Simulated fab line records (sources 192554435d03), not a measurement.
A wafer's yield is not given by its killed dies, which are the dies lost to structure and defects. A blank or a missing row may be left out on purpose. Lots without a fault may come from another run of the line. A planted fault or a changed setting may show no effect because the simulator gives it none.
A lot that was struck, set against a sound lot    flow n5_finfet    36 out of 1938 route steps
Sound: the wafers L562.2, L562.3, L562.4. Struck: wafers L567.4, L567.6 (left out: L567.2, a lot-mate that was not struck); the cause follows at the end.
At each step with rows: each side's tool, then ch and its chambers, then its first start. Under that, the readings that differ: sound wafers    struck wafers    difference of the means    sigmas: that difference in standard deviations of wafers without a fault.
alike: readings whose means differ by less than 2 such deviations, and words and numbers that are the same on both sides. not compared: withheld readings, readings that some wafer has no value for, bounds like >300 that may hide the same value, and numbers for which the record gives no deviation and whose values overlap.
A row with sigmas, a row that says differs or no value, or rows on one side alone: a step with any of these is where the two part. When numbers do not overlap yet have no deviation, they are printed without sigmas and do not part them. Lack of a reading on every wafer of one side parts them only where that side has two or more wafers.

first, 9 steps without rows for these wafers: N5_STI_FIN_REVEAL_STRIP_35 (strips Si3N4 in H3PO4, target depth 4 nm, time 39 s); N5_STI_FIN_REVEAL_SRD_21 (time 30 s); N5_STI_FIN_REVEAL_OXIDATION_33 (chemistry O2 PLASMA REMOTE, time 20 s); N5_STI_FIN_REVEAL_CLEAN_19 (cleans in O3/DIW, time 120 s); N5_STI_FIN_REVEAL_SRD_23 (time 30 s); N5_STI_FIN_REVEAL_PRECLEAN_18 (cleans in SC2, time 45 s); N5_STI_FIN_REVEAL_SRD_28 (time 30 s); N5_DUMMY_GATE_PRECLEAN_00 (cleans in O3/DIW, time 60 s); N5_DUMMY_GATE_SRD_01 (time 30 s).
N5_DUMMY_GATE_ALD_02: deposits SiO2, target thk 2 nm, pulse time 1 s.
  sound on ald_sin-03 ch 0,2,3, day 5 21:14; struck on ald_sin-01 ch 2, day 7 01:31
reading                                      sound              struck       difference  sigmas
precursor_pulse_height_rel                   1.013 1.008 1.028  0.991 0.956  -0.043      -2
model.SiO2_of_DUMMY_GATE_ALD_02.thk_nm (nm)  2 2 2              2.6 2.6      +0.6        
  alike: chamber_pressure_Torr, heater_power_w
then, 24 steps without rows for these wafers: N5_DUMMY_GATE_CVD_03 (deposits a-Si from SiH4, target thk 150 nm, time 8042 s); N5_DUMMY_GATE_PRECLEAN_46 (cleans in DIW, time 89.5 s); N5_DUMMY_GATE_SRD_47 (dry time 32 s); N5_DUMMY_GATE_CMP_04 (polishes a-Si); N5_DUMMY_GATE_HM_DEP_06 (deposits SiNx from DCS/NH3, target thk 80 nm, time 5141 s); N5_DUMMY_GATE_PECVD_30 (deposits SiO2 from TEOS/O2, target thk 55 nm, time 10.8 s); N5_DUMMY_GATE_COAT_34 (time 60 s, resist thk 60 nm); N5_DUMMY_GATE_COAT_35 (time 60 s, resist thk 10 nm); N5_DUMMY_GATE_COAT_28 (time 60 s, resist thk 10 nm); N5_DUMMY_GATE_COAT_09 (resist thk 30 nm); N5_DUMMY_GATE_EBR_11; N5_DUMMY_GATE_SOFTBAKE_10 (time 60 s); N5_DUMMY_GATE_EXPOSE_12 (exposes mask GATE, target cd 25 nm); N5_DUMMY_GATE_PEB_13 (peb time 60 s); N5_DUMMY_GATE_DEVELOP_14 (develop time 30 s); N5_DUMMY_GATE_DESCUM_20 (chemistry O2, time 6.2 s); N5_DUMMY_GATE_ETCH_29 (etches underlayer in N2/H2, target depth 13 nm); N5_DUMMY_GATE_ETCH_36 (etches SiARC in CF4, target depth 13 nm); N5_DUMMY_GATE_ETCH_37 (etches SOC in N2/H2, target depth 60 nm, overetch 30 nm); N5_DUMMY_GATE_STRIP_38 (strips in N2/H2); N5_DUMMY_GATE_STRIP_39 (strips in N2/H2); N5_DUMMY_GATE_TRIM_49 (chemistry O2, time 29 s, target cd 14 nm); N5_DUMMY_GATE_STRIP_40 (strips in CF4); N5_DUMMY_GATE_ETCH_31 (etches SiO2 in C4F6/O2, target depth 82.5 nm, time 27.5 s).
N5_DUMMY_GATE_ETCH_44: etches poly-Si in HBr/O2, stops on SiO2, target depth 127.5 nm.
  sound on rie_si-03 ch 0,2,3, day 6 08:52; struck on rie_si-01 ch 0,3, day 7 10:47
reading                                      sound  struck   difference  sigmas
model.SiO2_of_DUMMY_GATE_ALD_02.thk_nm (nm)  2 2 2  2.6 2.6  +0.6        
  alike: drypump_motor_current_A, oes_product_au, rf_fwd_power_W, throttle_valve_pct
  not compared: rf_hours_counter_h
-- record jumps: 6 days separate the struck wafers' starts on either side; left off in module DUMMY_GATE, taken up again in module BEOL_M4, whose first shown step is the route's number 1111 --
N5_BEOL_M4_RC_MEAS_101:
  sound on prober-02 ch 0, day 12 11:02; struck on prober-02 ch 0, day 13 14:23
reading             sound                 struck         difference  sigmas
DIBL_P (mV/V)       33.3 33.3 33.2        40.6 39.6      +6.8        +5
EOT_N               10.36 10.62 10.52     11.70 11.52    +1.11       +13
EOT_P               10.45 10.55 10.58     11.67 11.55    +1.08       +14
IGATE_N (nA/um)     0.0138 0.0112 0.0117  0.0032 0.0041  -0.0086     -5
IGATE_P (nA/um)     0.0042 0.0034 0.0036  0.0009 0.0012  -0.0027     -5
IOFF_N (nA/um)      0.133 0.134 0.138     0.215 0.184    +0.065      +3
IOFF_P (nA/um)      0.219 0.215 0.212     0.290 0.257    +0.058      +2
IOFF_P_LIN (nA/um)  0.106 0.105 0.103     0.136 0.127    +0.027      +3
SS_N (mV/dec)       71.2 71.0 71.9        72.2 72.6      +1.0        +2
SS_P (mV/dec)       73.0 72.8 72.6        74.1 73.9      +1.2        +2
  alike: DIBL_N, ION_N, ION_P, VT_N, VT_P

WHERE THEY PART
At N5_DUMMY_GATE_ALD_02 first; at N5_BEOL_M4_RC_MEAS_101 last (within this record only).

WHY: the cause the simulator had injected
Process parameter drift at N5_DUMMY_GATE_ALD_02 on ald_sin-01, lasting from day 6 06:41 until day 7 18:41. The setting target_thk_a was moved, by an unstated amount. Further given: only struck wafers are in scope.
